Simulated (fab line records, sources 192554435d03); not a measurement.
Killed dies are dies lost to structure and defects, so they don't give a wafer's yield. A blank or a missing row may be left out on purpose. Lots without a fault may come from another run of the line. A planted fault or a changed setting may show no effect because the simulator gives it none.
fab line records | flow n5_finfet
record lots=8 wafers=24 last_day=18
route steps=1938 shown BEOL_M4@1111 BEOL_M14@1731 PASSIVATION@1936
lots that met no fault: from a run of the same line without faults
start_h: hours from the record's first day to the start of the lot's first wafer shown | wait_h: hours since the lot's step before | " the same as in the row above | L1.1+2: a row that stands for several wafers | - no value, or no start given | * or withheld: withheld | < > ~ a bound
route shown NAME@n: a module of which the file shows steps, and the number in the route of the first | usual: mean/standard deviation of fault-free wafers | same: alike in all rows | chamber/n: place in a boat | sites: the reading at each site | _std_site: their standard deviation | _edge_site: outer sites' mean less inner sites' | radius_mm: how far each site lies from the wafer's centre | mask NAME#n: copy n | behind: the tool/chamber that last shaped the wafer | hold: why the lot was held/for how many hours/how that ended | device: the transistor (n, p or np) that didn't switch | end of line: the same wafers' tests at the end of the route | a step without rows: its recipe alone | killed: dies lost to structure and defects at the first sort, not the wafer's yield | map: a wafer's dies, x killed, . not, _ none there
set.NAME: the setting as run; set.NAME@STEP: as run at that earlier step | model.NAME: the simulator's own value behind a step, which no gauge read
steps of the route over a sample of lots; a table a step, a row a wafer
services: from which hour (start_h, from the record's first day; less than 0 if before it) a tool's chamber was out of use, for how many hours, and why
## steps
# step N5_BEOL_M4_RC_MEAS_101
# usual DIBL_N=35.4/2.1 DIBL_P=34.8/2.6 IOFF_N=0.15/0.037 IOFF_P=0.19/0.037 ION_N=677/16 ION_P=462/9.3 SS_N=71.4/0.75 SS_P=72.9/0.77 VT_N=250/3.7 VT_P=-251/3.5
# columns lot.wafer tool chamber start_h wait_h DIBL_N[mV/V] DIBL_P[mV/V] IOFF_N[nA/um] IOFF_P[nA/um] ION_N[uA/um] ION_P[uA/um] SS_N[mV/dec] SS_P[mV/dec] VT_N[mV] VT_P[mV]
L882.1 prober-01 0 183.49 0.0 35.6 34.3 0.13 0.14 654 441 71.5 72.4 255 -257
L882.3 " 0 " " 39.3 38.9 0.22 0.20 684 455 73.0 73.8 247 -256
L882.5 " 0 " " 37.9 37.1 0.19 0.18 686 455 72.5 73.3 249 -254
L892.1 prober-01 0 231.34 0.7 36.0 34.6 0.13 0.21 649 450 71.0 73.0 250 -251
L892.3 " 0 " " 36.2 34.6 0.15 0.20 677 466 71.3 73.2 246 -252
L892.4 " 0 " " 37.3 35.1 0.15 0.19 661 450 71.3 72.4 249 -251
L893.3 prober-02 0 251.52 0.3 34.3 34.2 0.13 0.17 660 454 71.3 71.9 251 -253
L893.5 " 0 " " 39.5 41.3 0.25 0.31 712 480 72.6 74.3 242 -243
L893.6 " 0 " " 32.7 31.6 0.11 0.14 669 457 70.9 72.1 253 -254
L894.1 prober-02 0 258.33 0.0 33.6 33.6 0.15 0.20 688 480 70.6 72.4 246 -248
L894.2 " 0 " " 35.7 36.7 0.18 0.24 682 469 71.7 72.5 248 -248
L894.5 " 0 " " 34.1 34.6 0.16 0.22 700 479 71.4 72.1 246 -250
L897.2 prober-02 0 260.80 0.2 38.6 39.2 0.20 0.24 681 474 72.1 73.5 248 -249
L897.4 " 0 " " 33.9 33.0 0.12 0.15 668 460 71.0 72.4 252 -255
L897.6 " 0 " " 39.1 38.8 0.18 0.23 672 464 71.7 73.8 251 -251
L898.1 prober-01 0 278.83 0.0 37.6 37.1 0.17 0.22 678 467 71.9 73.8 248 -246
L898.5 " 0 " " 35.6 36.4 0.13 0.20 662 464 71.2 72.4 254 -250
L898.6 " 0 " " 38.4 37.6 0.22 0.24 669 460 72.4 73.7 249 -248
L905.1 prober-02 0 326.03 0.0 38.0 40.0 0.22 0.26 710 477 72.6 73.7 242 -247
L905.4 " 0 " " 36.1 37.1 0.18 0.23 701 476 71.7 73.3 247 -250
L905.5 " 0 " " 36.0 36.9 0.17 0.21 689 467 71.4 73.6 246 -250
L904.1 prober-01 0 327.31 0.0 35.5 35.0 0.15 0.23 676 468 71.7 73.1 254 -243
L904.2 " 0 " " 32.7 31.9 0.11 0.18 672 472 70.3 71.7 254 -247
L904.3 " 0 " " 35.4 36.6 0.16 0.25 688 474 71.5 72.9 249 -244
# step N5_BEOL_M14_VIA_ETCH_16
# recipe chemistry=C4F8/O2/Ar target=SiO2 he_inner_torr=15 he_outer_torr=30 target_depth_a=12313 time_s=withheld ion_energy_ev=800 pressure_mtorr=20 source_w=1905 bias_w=2040 Ar_flow_sccm=400 C4F8_flow_sccm=16 O2_flow_sccm=12 ends=cleared
# usual C4F8_flow_sccm=16.00/0.045 O2_flow_sccm=11.99/0.039 drypump_motor_current_A=5.7/0.35 oes_ar_750_au=0.80/0.073 oes_product_au=0.72/0.068 rf_vpp_V=2222/33 showerhead_plenum_p_Torr=3.48/0.11 throttle_valve_pct=31.01/0.28
# columns lot.wafer tool chamber start_h wait_h C4F8_flow_sccm O2_flow_sccm drypump_motor_current_A oes_ar_750_au oes_product_au rf_vpp_V showerhead_plenum_p_Torr throttle_valve_pct
L882.1 rie_diel-01 1 262.08 0.0 15.91 12.01 5.9 0.76 0.68 2264 3.58 30.67
L882.3 " 3 " " 16.02 11.98 5.1 0.89 0.81 2199 3.62 30.59
L882.5 " 3 " " 16.04 11.97 5.2 0.90 0.81 2199 3.62 30.60
L892.1 rie_diel-01 3 318.80 0.0 15.94 12.00 5.1 0.88 0.79 2197 3.62 30.63
L892.3 " 2 " " 16.01 11.97 6.2 0.86 0.79 2252 3.53 31.35
L892.4 " 3 " " 15.94 12.05 5.1 0.87 0.79 2198 3.62 30.60
L893.3 rie_diel-03 2 333.92 0.0 16.00 11.96 5.8 0.70 0.64 2156 3.28 30.92
L893.5 " 1 " " 16.03 12.08 5.4 0.93 0.84 2272 3.66 31.29
L893.6 " 0 " " 16.06 11.92 5.5 0.67 0.61 2263 3.50 31.19
L894.1 rie_diel-05 0 339.69 0.0 16.02 12.06 5.8 0.71 0.64 2210 3.35 30.49
L894.2 " 3 " " 15.92 11.98 5.3 0.85 0.75 2215 3.32 31.07
L894.5 " 1 " " 15.95 12.03 5.8 0.80 0.74 2208 3.51 30.92
L897.2 rie_diel-01 1 346.60 0.0 16.05 11.99 6.0 0.74 0.65 2260 3.56 30.68
L897.4 " 0 " " 16.01 11.98 6.2 0.76 0.67 2212 3.44 31.20
L897.6 " 3 " " 15.98 12.02 5.1 0.85 0.77 2198 3.61 30.61
L898.1 rie_diel-03 3 356.38 0.0 15.99 12.00 5.6 0.79 0.70 2183 3.47 31.07
L898.5 " 1 " " 16.00 11.98 5.4 0.92 0.82 2273 3.65 31.29
L898.6 " 2 " " 16.00 11.98 5.8 0.69 0.63 2159 3.28 30.92
L905.1 rie_diel-01 1 402.67 0.0 16.03 12.04 5.9 0.71 0.65 2261 3.55 30.73
L905.4 " 2 " " 15.99 11.92 6.2 0.83 0.76 2249 3.51 31.39
L905.5 " 2 " " 15.89 11.97 6.2 0.84 0.76 2249 3.51 31.40
L904.1 rie_diel-01 1 410.56 0.0 16.07 12.03 5.9 0.72 0.65 2260 3.55 30.74
L904.2 " 3 " " 15.93 12.04 5.1 0.83 0.76 2197 3.60 30.62
L904.3 " 2 " " 15.96 11.96 6.2 0.83 0.76 2249 3.51 31.39
# step N5_BEOL_M14_ETCH_68
# recipe chemistry=N2/H2 target=SOC mask_material=SiARC source_w=3000 bias_w=350 temp_c=40 time_s=450 ion_energy_ev=200 pressure_mtorr=30 n2_flow_sccm=200 h2_flow_sccm=200
# usual bias_w=349.9/0.9 chamber_pressure_mTorr=30.000/0.026 drypump_motor_current_A=5.68/0.29 oes_product_au=0.81/0.08 rf_vpp_V=524.1/2.5 showerhead_plenum_p_Torr=2.54/0.078 throttle_valve_pct=17.82/0.29 time_s=450/0
# columns lot.wafer tool chamber start_h wait_h bias_w chamber_pressure_mTorr drypump_motor_current_A oes_product_au rf_hours_counter_h rf_vpp_V showerhead_plenum_p_Torr throttle_valve_pct time_s
L882.1 rie_diel-05 0 263.15 0.1 350.3 30.007 5.82 0.74 210 523.3 2.51 17.80 450
L882.3 " 2 " " 349.7 29.986 5.88 0.89 44 522.3 2.50 18.27 450
L882.5 " 0 " " 350.0 30.025 5.83 0.74 - 521.4 2.51 17.79 450
L892.1 rie_diel-01 1 319.87 0.1 350.4 29.968 5.96 0.74 160 527.5 2.64 17.66 450
L892.3 " 2 " " 347.7 29.998 6.20 0.88 68 524.6 2.56 17.70 450
L892.4 " 3 " " 350.3 29.987 5.15 0.88 - 527.7 2.69 17.54 450
L893.3 rie_diel-01 2 335.44 0.1 351.2 30.023 6.18 0.87 73 525.3 2.56 17.71 450
L893.5 " 2 " " 351.0 29.973 6.18 0.87 - 525.0 2.56 17.71 450
L893.6 " 3 " " 348.2 30.053 5.16 0.86 - 529.4 2.69 17.56 450
L894.1 rie_diel-05 0 340.76 0.1 - - - - - - - - -
L894.2 " 1 " " - - - - - - - - -
L894.5 " 0 " " - - - - - - - - -
L897.2 rie_diel-03 0 347.55 0.1 - - - - - - - - -
L897.4 " 2 " " - - - - - - - - -
L897.6 " 0 " " - - - - - - - - -
L898.1 rie_diel-05 0 357.64 0.1 348.8 29.966 5.79 0.71 241 522.7 2.50 17.84 450
L898.5 " 1 " " 349.3 30.020 5.84 0.82 - 525.3 2.55 17.37 450
L898.6 " 0 " " 349.2 30.018 5.81 0.71 - 524.1 2.50 17.85 450
L905.1 rie_diel-05 3 403.77 0.1 350.6 29.998 5.30 0.81 93 519.9 2.45 18.05 450
L905.4 " 2 " " 350.3 30.008 5.88 0.82 103 522.4 2.48 18.38 450
L905.5 " 2 " " 351.3 30.036 5.87 0.81 - 522.2 2.48 18.36 450
L904.1 rie_diel-05 0 412.24 0.1 349.5 30.030 5.82 0.95 6 522.8 2.49 17.52 450
L904.2 " 1 " " 348.8 29.985 5.84 0.80 124 523.8 2.54 17.41 450
L904.3 " 2 " " 350.6 29.989 5.86 0.79 106 522.0 2.48 18.39 450
# step N5_BEOL_M14_ETCH_38
# recipe chemistry=CF4/N2 target=SiCN target_depth_a=1065 taper_deg=2 time_s=120.6 ion_energy_ev=150 mask_material=SiO2 pressure_mtorr=40 source_w=430 bias_w=70 Ar_flow_sccm=100 cf4_flow_sccm=60 n2_flow_sccm=60
# usual bias_w=69.99/0.21 cf4_flow_sccm=59.99/0.16 drypump_motor_current_A=5.7/0.32 oes_product_au=0.80/0.088 rf_vpp_V=382.8/1.9 showerhead_plenum_p_Torr=2.23/0.073 throttle_valve_pct=15.50/0.18
# same time_s=120.6
# columns lot.wafer tool chamber start_h wait_h bias_w cf4_flow_sccm drypump_motor_current_A oes_product_au rf_hours_counter_h rf_vpp_V showerhead_plenum_p_Torr throttle_valve_pct
L882.1 rie_diel-05 3 - - 69.94 60.31 5.3 0.89 38 380.1 2.15 15.59
L882.3 " 1 " " 70.09 59.89 5.8 0.83 74 382.3 2.26 15.27
L882.5 " 2 " " 69.68 60.13 5.9 0.91 - 381.5 2.17 15.72
L892.1 rie_diel-03 3 - - 69.95 60.09 5.7 0.80 116 382.5 2.22 15.40
L892.3 " 1 " " 69.98 60.01 5.4 0.96 9 384.2 2.34 15.36
L892.4 " 0 " " 70.27 59.94 5.6 0.67 242 384.4 2.25 15.93
L893.3 rie_diel-03 3 - - 70.00 60.06 5.6 0.80 121 383.0 2.22 15.39
L893.5 " 3 " " 70.27 59.70 5.6 0.80 - 383.3 2.22 15.40
L893.6 " 1 " " 70.04 59.99 5.4 0.94 - 385.1 2.34 15.36
L894.1 rie_diel-01 2 - - 70.16 60.14 6.2 0.87 77 383.9 2.24 15.50
L894.2 " 1 " " 70.17 59.97 5.9 0.72 171 384.5 2.28 15.38
L894.5 " 0 " " 69.81 60.03 6.2 0.76 - 381.6 2.20 15.71
L897.2 rie_diel-03 2 - - 69.66 60.20 5.8 0.70 230 379.8 2.10 15.59
L897.4 " 1 " " 69.88 59.93 5.4 0.94 - 384.4 2.34 15.35
L897.6 " 3 " " 69.93 60.06 5.6 0.80 - 382.8 2.22 15.43
L898.1 rie_diel-05 3 - - 69.92 60.01 5.3 0.85 74 380.2 2.13 15.68
L898.5 " 0 " " 69.90 60.00 5.8 0.71 - 381.6 2.15 15.51
L898.6 " 1 " " 70.24 60.45 5.8 0.80 - 382.5 2.25 15.30
L905.1 rie_diel-01 2 - - 69.84 60.04 6.2 0.84 94 382.3 2.24 15.53
L905.4 " 3 " " 69.82 60.03 5.1 0.83 71 385.8 2.31 15.25
L905.5 " 2 " " 70.18 59.71 6.2 0.85 - 383.5 2.24 15.53
L904.1 rie_diel-03 1 - - 69.78 59.85 5.4 0.87 49 385.7 2.33 15.43
L904.2 " 3 " " 70.04 59.94 5.6 0.77 150 381.1 2.21 15.46
L904.3 " 0 " " 70.13 60.16 5.6 0.96 16 384.3 2.24 15.48
# step N5_BEOL_M14_PRE_CLEAN_42
# recipe gas=H2/He time_s=30 temp_c=300
# usual heater_power_w=468/30
# same time_s=30
# columns lot.wafer tool chamber start_h wait_h heater_power_w
L882.1 pvd_sputter-02 - 272.61 0.0 454
L882.3 " - " " 507
L882.5 " - " " 446
L892.1 pvd_sputter-02 - 321.33 0.0 426
L892.3 " - " " 468
L892.4 " - " " 512
L893.3 pvd_sputter-01 - 336.71 0.0 483
L893.5 " - " " 513
L893.6 " - " " 464
L894.1 pvd_sputter-02 - 344.08 0.0 511
L894.2 " - " " 428
L894.5 " - " " 461
L897.2 pvd_sputter-03 - 348.86 0.0 460
L897.4 " - " " 432
L897.6 " - " " 502
L898.1 pvd_sputter-02 - 359.33 0.0 500
L898.5 " - " " 466
L898.6 " - " " 462
L905.1 pvd_sputter-01 - 407.20 0.0 458
L905.4 " - " " 407
L905.5 " - " " 422
L904.1 pvd_sputter-02 - 416.54 0.0 450
L904.2 " - " " 500
L904.3 " - " " 443
# step N5_PASSIVATION_PROBE_49
# usual defect_limited_yield=90.5/1.7 killed_at_M0_to_M3=37/12 killed_at_M4_up=14/5.2 killed_at_contacts=12/5.9 killed_at_front_end=45/14 killed_at_other=3.5/2.8 killed_dies=112/21 killed_on_rim=15/4.5 killed_open=73/15 killed_short=36/8.9 sort_bin_5_function=5.6/1.2 sort_bin_6_memory=3.5/0.68 sort_bin_8_speed=0.01/0.1 sort_n_pass=1068/21 sort_yield_pct=90.5/1.8
# same gross_dies=1180 killed_at_back_side=0 sort_bin_4_leakage[%]=0
# columns lot.wafer tool chamber start_h wait_h defect_limited_yield[%] killed_at_M0_to_M3 killed_at_M4_up killed_at_contacts killed_at_front_end killed_at_other killed_dies killed_on_rim killed_open killed_short sort_bin_5_function[%] sort_bin_6_memory[%] sort_bin_8_speed[%] sort_n_pass sort_yield_pct[%]
L892.3 prober-01 - 343.10 0.1 89.7 47 13 10 49 3 122 10 83 36 6.3 3.7 0 1058 89.7
L892.4 prober-01 - 343.15 0.2 90.8 45 8 4 47 4 108 15 74 33 5.1 3.5 0 1072 90.8
L893.3 prober-02 - 361.18 0.1 89.3 26 11 10 75 4 126 21 84 38 6.9 3.6 0 1054 89.3
L893.5 prober-02 - 361.28 0.2 89.4 40 19 13 49 4 125 14 92 31 6.4 3.9 0 1055 89.4
L893.6 prober-02 - 361.33 0.3 92.0 17 8 11 57 1 94 16 54 37 5.1 2.5 0 1086 92.0
L894.1 prober-02 - 371.75 0.0 0 20 1108 14 34 4 1180 152 59 31 96.5 3.3 0 0 0
L894.2 prober-02 - 371.80 0.1 0 30 1105 6 37 2 1180 152 50 29 97.3 2.4 0 0 0
L894.5 prober-02 - 371.95 0.2 0 42 1096 12 28 2 1180 152 59 31 97.2 2.6 0 0 0
L897.2 prober-02 - 374.91 0.1 0 52 1062 25 36 5 1180 152 97 35 95.2 4.6 0 0 0
L897.4 prober-02 - 375.01 0.2 0 65 1044 24 43 4 1180 152 97 55 95.3 4.5 0 0 0
L897.6 prober-02 - 375.11 0.3 0 70 1042 24 42 2 1180 152 98 48 94.8 4.8 0 0 0
L898.1 prober-01 - 379.91 0.6 90.7 46 11 8 39 6 110 11 77 30 5.5 3.3 0 1070 90.7
L898.5 prober-01 - 380.11 0.8 92.9 28 7 16 28 5 84 22 56 23 4.7 2.0 0 1096 92.9
L898.6 prober-01 - 380.16 0.8 90.7 42 9 7 44 8 110 15 75 32 5.0 4.1 0 1070 90.7
L904.1 prober-01 - 436.39 0.0 91.9 48 15 8 23 1 95 10 51 40 4.7 3.1 0.08 1085 91.9
L904.2 prober-01 - 436.44 0.1 94.8 18 12 11 18 2 61 13 39 21 3.2 1.6 0 1119 94.8
L904.3 prober-01 - 436.49 0.1 91.9 43 11 7 32 2 95 12 66 26 4.7 2.8 0 1085 91.9
# killed by level:class
L892.3 STI_FIN_REVEAL:geometric_particle:open=12 BEOL_M2:geometric_particle:open=12 FIN_SAQP:geometric_particle:open=11 MOL_CONTACT_COAG:geometric_particle:open=8 DUMMY_GATE:geometric_particle:open=8 BEOL_M0_SAQP:geometric_particle:short=8 BEOL_M1:geometric_particle:open=7 BEOL_M0_SAQP:geometric_particle:open=6
L892.4 BEOL_M0_SAQP:geometric_particle:open=15 BEOL_M0_SAQP:geometric_particle:short=11 FIN_SAQP:geometric_particle:open=10 DUMMY_GATE:geometric_particle:open=9 STI_FIN_REVEAL:geometric_particle:open=8 BEOL_M1:geometric_particle:open=8 FIN_SAQP:geometric_particle:short=6 STARTING-WAFER:geometric_particle:short=5
L893.3 STI_FIN_REVEAL:geometric_particle:open=23 GATE_CUT:geometric_particle:short=11 FIN_SAQP:geometric_particle:open=9 BEOL_M2:geometric_particle:open=9 MOL_CONTACT_COAG:geometric_particle:open=8 BEOL_M0_SAQP:geometric_particle:open=7 FIN_SAQP:geometric_particle:short=6 GATE_CUT:geometric_particle:open=6
L893.5 BEOL_M2:geometric_particle:open=20 MOL_CONTACT_COAG:geometric_particle:open=11 BEOL_M0_SAQP:geometric_particle:open=10 FIN_SAQP:geometric_particle:open=9 FIN_SAQP:geometric_particle:short=9 BEOL_M4:geometric_particle:open=9 STI_FIN_REVEAL:geometric_particle:open=5 DUMMY_GATE:geometric_particle:open=4
L893.6 STI_FIN_REVEAL:geometric_particle:open=11 MOL_CONTACT_COAG:geometric_particle:open=10 FIN_SAQP:geometric_particle:short=8 GATE_CUT:geometric_particle:short=7 FIN_SAQP:geometric_particle:open=6 GATE_CUT:geometric_particle:open=6 STARTING-WAFER:geometric_particle:open=5 BEOL_M0_SAQP:geometric_particle:short=5
L894.1 BEOL_M14:area_etch=1090 STI_FIN_REVEAL:geometric_particle:open=9 MOL_CONTACT_COAG:geometric_particle:open=8 BEOL_M3:geometric_particle:open=8 FIN_SAQP:geometric_particle:open=7 GATE_CUT:geometric_particle:short=7 MOL_CONTACT_COAG:geometric_particle:short=6 FIN_SAQP:geometric_particle:short=4
L894.2 BEOL_M14:area_etch=1099 STI_FIN_REVEAL:geometric_particle:open=11 BEOL_M3:geometric_particle:open=8 BEOL_M2:geometric_particle:open=6 FIN_SAQP:geometric_particle:short=5 MOL_CONTACT_COAG:geometric_particle:open=5 BEOL_M0_SAQP:geometric_particle:short=5 BEOL_M3:geometric_particle:short=5
L894.5 BEOL_M14:area_etch=1088 MOL_CONTACT_COAG:geometric_particle:open=10 BEOL_M1:geometric_particle:open=8 FIN_SAQP:geometric_particle:short=7 BEOL_M3:geometric_particle:open=7 BEOL_M2:geometric_particle:open=7 BEOL_M0_SAQP:geometric_particle:open=6 BEOL_M0_SAQP:geometric_particle:short=4
L897.2 BEOL_M14:area_etch=1047 MOL_CONTACT_COAG:geometric_particle:open=20 BEOL_M0_SAQP:geometric_particle:short=16 STI_FIN_REVEAL:geometric_particle:open=11 BEOL_M0_SAQP:geometric_particle:open=11 BEOL_M3:geometric_particle:open=9 FIN_SAQP:geometric_particle:open=7 BEOL_M1:geometric_particle:open=7
L897.4 BEOL_M14:area_etch=1027 MOL_CONTACT_COAG:geometric_particle:open=21 BEOL_M0_SAQP:geometric_particle:short=15 BEOL_M3:geometric_particle:open=13 FIN_SAQP:geometric_particle:short=12 FIN_SAQP:geometric_particle:open=12 BEOL_M2:geometric_particle:open=10 BEOL_M0_SAQP:geometric_particle:open=9
L897.6 BEOL_M14:area_etch=1033 MOL_CONTACT_COAG:geometric_particle:open=18 BEOL_M3:geometric_particle:open=14 BEOL_M0_SAQP:geometric_particle:open=13 FIN_SAQP:geometric_particle:short=12 FIN_SAQP:geometric_particle:open=12 BEOL_M0:geometric_particle:open=12 BEOL_M0_SAQP:geometric_particle:short=7
L898.1 STI_FIN_REVEAL:geometric_particle:open=12 BEOL_M1:geometric_particle:open=10 FIN_SAQP:geometric_particle:open=8 BEOL_M0_SAQP:geometric_particle:short=7 BEOL_M0_SAQP:geometric_particle:open=7 BEOL_M2:geometric_particle:open=7 MOL_CONTACT_COAG:geometric_particle:open=6 BEOL_M3:geometric_particle:open=6
L898.5 MOL_CONTACT_COAG:geometric_particle:open=10 BEOL_M3:geometric_particle:open=10 STI_FIN_REVEAL:geometric_particle:open=7 STARTING-WAFER:geometric_particle:short=6 BEOL_M2:geometric_particle:open=5 MOL_CONTACT_COAG:geometric_particle:short=4 BEOL_M1:geometric_particle:open=4 FIN_SAQP:geometric_particle:open=3
L898.6 FIN_SAQP:geometric_particle:open=9 BEOL_M0_SAQP:geometric_particle:open=9 BEOL_M0_SAQP:geometric_particle:short=7 FIN_SAQP:geometric_particle:short=6 STI_FIN_REVEAL:geometric_particle:open=6 MOL_CONTACT_COAG:geometric_particle:open=6 BEOL_M1:geometric_particle:open=6 BEOL_M2:geometric_particle:open=6
L904.1 BEOL_M0_SAQP:geometric_particle:short=18 BEOL_M0_SAQP:geometric_particle:open=14 MOL_CONTACT_COAG:geometric_particle:open=7 BEOL_M3:geometric_particle:open=5 BEOL_M4:geometric_particle:open=5 FIN_SAQP:geometric_particle:short=4 BEOL_M2:geometric_particle:open=4 GATE_CUT:geometric_particle:short=3
L904.2 MOL_CONTACT_COAG:geometric_particle:open=8 FIN_SAQP:geometric_particle:short=7 BEOL_M4:geometric_particle:open=6 BEOL_M0_SAQP:geometric_particle:open=4 MOL_CONTACT_COAG:geometric_particle:short=3 BEOL_M0_SAQP:geometric_particle:short=3 BEOL_M3:geometric_particle:open=3 BEOL_M6:geometric_particle:open=3
L904.3 BEOL_M0_SAQP:geometric_particle:open=16 FIN_SAQP:geometric_particle:short=7 STI_FIN_REVEAL:geometric_particle:open=7 BEOL_M0_SAQP:geometric_particle:short=7 FIN_SAQP:geometric_particle:open=6 MOL_CONTACT_COAG:geometric_particle:open=6 DUMMY_GATE:geometric_particle:open=5 BEOL_M3:geometric_particle:open=5
## services
# columns tool chamber start_h hours kind
rie_diel-03 - 253.52 0.4 repair
rie_diel-05 0 265.47 8.7 repair
rie_diel-03 1 276.68 - clean
rie_diel-03 1 276.68 - consumable_replace:focus_ring
rie_diel-05 2 279.25 2.4 repair
rie_diel-05 0 287.52 1.8 repair
rie_diel-01 3 288.67 23.6 repair
pvd_sputter-02 - 288.91 7.9 repair
rie_diel-05 1 290.79 6.3 repair
rie_diel-03 0 293.22 10.1 repair
pvd_sputter-02 - 303.50 6.2 repair
rie_diel-01 0 317.16 9.8 repair
rie_diel-05 1 317.84 8.7 repair
rie_diel-03 0 336.21 4.9 repair
rie_diel-01 - 349.21 14.6 pm
rie_diel-03 3 359.58 7.1 repair
rie_diel-01 0 372.32 7.8 repair
rie_diel-05 0 376.89 - clean
rie_diel-05 0 376.89 - consumable_replace:focus_ring
rie_diel-05 0 376.89 17.5 scheduled_down
rie_diel-05 0 376.89 17.5 vent_cycle
rie_diel-03 0 390.45 5.0 repair
rie_diel-01 - 394.50 2.8 pm
rie_diel-03 - 396.96 2.8 pm
## key
first_sign step=N5_BEOL_M14_ETCH_68 reading=tool_record direction=missing
effect step=N5_PASSIVATION_PROBE_49 reading=killed_at_M4_up direction=up sigmas=99+ usual=14 struck=1076
more_kills_born_at N5_BEOL_M14_ETCH_68@rie_diel-05=3277 N5_BEOL_M14_ETCH_68@rie_diel-03=3107
met_at N5_BEOL_M14_ETCH_68
struck_lots L894,L897
later_rows_left_out L894.1,L894.2,L894.5,L897.2,L897.4,L897.6
not_acting_at N5_BEOL_M14_VIA_ETCH_16,N5_BEOL_M14_ETCH_38,N5_BEOL_M14_PRE_CLEAN_42
onset_between 263.15 340.76
fault kind=skipped_step_whole tool=rie_diel-03,rie_diel-05 chamber=- onset_h=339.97 steps=N5_BEOL_M14_ETCH_68 scope=struck_lots_only
# later_rows_left_out: the simulator's readings of these wafers behind a module that went badly wrong aren't trusted and aren't shown, but for the sort
